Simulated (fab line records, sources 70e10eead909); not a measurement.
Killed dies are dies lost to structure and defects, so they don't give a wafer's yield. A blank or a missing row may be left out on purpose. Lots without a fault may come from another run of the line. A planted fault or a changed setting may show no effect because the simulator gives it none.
Which tool did it? | flow nand_harc | 6 lots, 18 wafers sampled, at 5 steps of a route of 1302

WHAT THE GAUGES READ, wafer by wafer
NHARC_END_SORT_01.
lot  | measured     | on        | killed_at_array
L325 | day 32 00:27 | prober-02 | 30 32 37

WHICH TOOL RAN EACH LOT (tool, then ch and the chambers of the sampled wafers, then the start)
lot  | NHARC_P_GATE_RTA_82              | NHARC_P_CONTACT_ETCH_35            | NHARC_P_CONTACT_PVD_32                  | NHARC_P_CONTACT_ALD_22
L308 | rtp_anneal-01 ch 0, day 6 01:17  | rie_diel-06 ch 0,2,3, day 6 03:23  | pvd_sputter-03, day 6 05:07 or earlier  | ald_metal-03 ch 1,2,3, day 6 05:07
L311 | rtp_anneal-02 ch 0, day 7 10:49  | rie_diel-06 ch 0,1,2, day 7 12:51  | pvd_sputter-02, day 7 14:36 or earlier  | ald_metal-01 ch 0,3, day 7 14:36
L316 | rtp_anneal-02 ch 0, day 9 13:04  | rie_diel-05 ch 1,2,3, day 9 15:01  | pvd_sputter-01, day 9 16:46 or earlier  | ald_metal-04 ch 0,1,2, day 9 16:46
L325 | rtp_anneal-01 ch 0, day 13 05:34 | rie_diel-05 ch 1,2,3, day 13 07:29 | pvd_sputter-01, day 13 09:13 or earlier | ald_metal-03 ch 2,3, day 13 09:13
L328 | rtp_anneal-02 ch 0, day 14 23:59 | rie_diel-01 ch 0,3, day 15 02:05   | pvd_sputter-03, day 15 03:56 or earlier | ald_metal-01 ch 0,2,3, day 15 03:56
L330 | rtp_anneal-02 ch 0, day 15 10:05 | rie_diel-06 ch 0,1, day 15 12:10   | pvd_sputter-02, day 15 13:56 or earlier | ald_metal-03 ch 1,3, day 15 13:56
- NHARC_P_GATE_RTA_82: time 30 s.
- NHARC_P_CONTACT_ETCH_35: etches the open film in CF4, target depth 39 nm, time 65 s.
- NHARC_P_CONTACT_PVD_32: deposits Ti, target thk 5 nm, time 17.7 s.
- NHARC_P_CONTACT_ALD_22: deposits TiN, target thk 3 nm, pulse time 1 s, ald cycles 150.

THE ANSWER, worked out from the rows above alone
Rule: what is usual is taken from the lots themselves. Put in order of their means at a reading, lots are off if they are a third of the lots or fewer, leave a main group of 4 or more, and stand apart from it by a gap of 3 or more times the standard deviation of the main group's means; of several such gaps the widest counts. A main group whose means are all the same, to the digits that the tables above print for the reading, isn't used. A lot without any number at a reading at which 4 lots or more have one is off too. The other lots that the step has rows for count as sound.
No lot is off at any reading shown: from this, nothing can be told.

WHAT THE SIMULATOR HAD PUT IN
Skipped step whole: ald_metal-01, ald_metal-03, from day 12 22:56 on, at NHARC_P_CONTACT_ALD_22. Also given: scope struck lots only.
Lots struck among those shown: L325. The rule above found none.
